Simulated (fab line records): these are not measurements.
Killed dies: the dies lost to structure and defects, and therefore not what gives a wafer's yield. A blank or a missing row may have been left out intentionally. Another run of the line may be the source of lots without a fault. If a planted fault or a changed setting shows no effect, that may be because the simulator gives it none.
Matching of chambers :: flow n5 finfet :: cmp-02 running N5_BEOL_M10_CMP_52: 4 sister chambers
The step polishes, stops on SiCOH lowk, t overpolish 7 s, target thk 140 nm. 18 wafers are shown with their chamber, then 9 later ones without.

== WAFERS PAIRED WITH THEIR CHAMBERS ==
wafer: L075.2
chamber: 0
motor current A (A): 5.9
barrier field endpoint s (s): 29.9
time to endpoint s (s): 71

wafer: L075.3
chamber: 3
motor current A (A): 6.8
barrier field endpoint s (s): 29.3
time to endpoint s (s): 71

wafer: L075.4
chamber: 1
motor current A (A): 6.5
barrier field endpoint s (s): 30.1
time to endpoint s (s): 71

wafer: L076.2
chamber: 3
motor current A (A): 6.4
barrier field endpoint s (s): 29.5
time to endpoint s (s): 65

wafer: L076.4
chamber: 0
motor current A (A): 5.8
barrier field endpoint s (s): 30.9
time to endpoint s (s): 68

wafer: L076.6
chamber: 2
motor current A (A): 6.0
barrier field endpoint s (s): 29.8
time to endpoint s (s): 65

wafer: L078.2
chamber: 2
motor current A (A): 6.4
barrier field endpoint s (s): 28.4
time to endpoint s (s): 66

wafer: L078.4
chamber: 3
motor current A (A): 6.9
barrier field endpoint s (s): 29.2
time to endpoint s (s): 68

wafer: L078.5
chamber: 2
motor current A (A): 6.4
barrier field endpoint s (s): 28.6
time to endpoint s (s): 65

wafer: L082.3
chamber: 3
motor current A (A): 7.1
barrier field endpoint s (s): 28.6
time to endpoint s (s): 67

wafer: L082.4
chamber: 2
motor current A (A): 6.1
barrier field endpoint s (s): 29.1
time to endpoint s (s): 67

wafer: L082.6
chamber: 1
motor current A (A): 6.0
barrier field endpoint s (s): 30.0
time to endpoint s (s): 68

wafer: L079.4
chamber: 2
motor current A (A): 6.3
barrier field endpoint s (s): 28.3
time to endpoint s (s): 61

wafer: L079.5
chamber: 0
motor current A (A): 6.2
barrier field endpoint s (s): 29.6
time to endpoint s (s): 68

wafer: L079.6
chamber: 3
motor current A (A): 6.8
barrier field endpoint s (s): 29.7
time to endpoint s (s): 69

wafer: L081.3
chamber: 2
motor current A (A): 6.2
barrier field endpoint s (s): 28.9
time to endpoint s (s): 67

wafer: L081.5
chamber: 2
motor current A (A): 6.2
barrier field endpoint s (s): 29.1
time to endpoint s (s): 65

wafer: L081.6
chamber: 3
motor current A (A): 6.5
barrier field endpoint s (s): 28.1
time to endpoint s (s): 64

SIGNATURES, as means of the wafers listed above
reading: motor current A
chamber 0: 5.967
chamber 1: 6.250
chamber 2: 6.229
chamber 3: 6.750
scatter within a chamber: 0.221

reading: barrier field endpoint s
chamber 0: 30.133
chamber 1: 30.050
chamber 2: 28.886
chamber 3: 29.067
scatter within a chamber: 0.556

reading: time to endpoint s
chamber 0: 69.00
chamber 1: 69.50
chamber 2: 65.14
chamber 3: 67.33
scatter within a chamber: 2.22
Rule: for a wafer and a chamber, the distance is found by dividing, reading by reading, the gap between the wafer's reading and the chamber's mean by the reading's scatter, squaring, summing and taking the root. If the next closest chamber is less than 2 further off than the closest, the wafer can't be placed; otherwise it belongs to the closest. The scatter is the square root of a quotient: the sum, over the shown wafers, of each reading's squared deviation from its chamber's mean, divided by wafers minus chambers.

== WAFERS WHOSE CHAMBER IS MISSING ==
wafer: L083.2
motor current A (A): 5.9
barrier field endpoint s (s): 29.1
time to endpoint s (s): 64

wafer: L083.3
motor current A (A): 6.3
barrier field endpoint s (s): 28.5
time to endpoint s (s): 65

wafer: L083.6
motor current A (A): 6.2
barrier field endpoint s (s): 30.0
time to endpoint s (s): 64

wafer: L085.2
motor current A (A): 6.3
barrier field endpoint s (s): 28.2
time to endpoint s (s): 69

wafer: L085.3
motor current A (A): 6.3
barrier field endpoint s (s): 27.4
time to endpoint s (s): 65

wafer: L085.4
motor current A (A): 6.5
barrier field endpoint s (s): 27.4
time to endpoint s (s): 65

wafer: L094.2
motor current A (A): 6.7
barrier field endpoint s (s): 28.2
time to endpoint s (s): 65

wafer: L094.3
motor current A (A): 6.0
barrier field endpoint s (s): 29.6
time to endpoint s (s): 69

wafer: L094.4
motor current A (A): 5.9
barrier field endpoint s (s): 29.4
time to endpoint s (s): 65

== WHICH CHAMBER EACH WENT THROUGH ==
wafer: L083.2
from the rows above: can't be placed: 2 or 0 or 1
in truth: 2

wafer: L083.3
from the rows above: can't be placed: 2 or 3
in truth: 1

wafer: L083.6
from the rows above: can't be placed: 2 or 1 or 0 or 3
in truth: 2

wafer: L085.2
from the rows above: can't be placed: 2 or 3 or 1 or 0
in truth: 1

wafer: L085.3
from the rows above: can't be placed: 2 or 3
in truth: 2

wafer: L085.4
from the rows above: can't be placed: 2 or 3
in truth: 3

wafer: L094.2
from the rows above: can't be placed: 3 or 2
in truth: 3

wafer: L094.3
from the rows above: can't be placed: 0 or 1 or 2
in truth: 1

wafer: L094.4
from the rows above: can't be placed: 2 or 0 or 1
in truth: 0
Correctly placed: 0 of 9. These rows do not allow placing 9 (true chamber among the candidates in 8). Placed wrongly: 0.
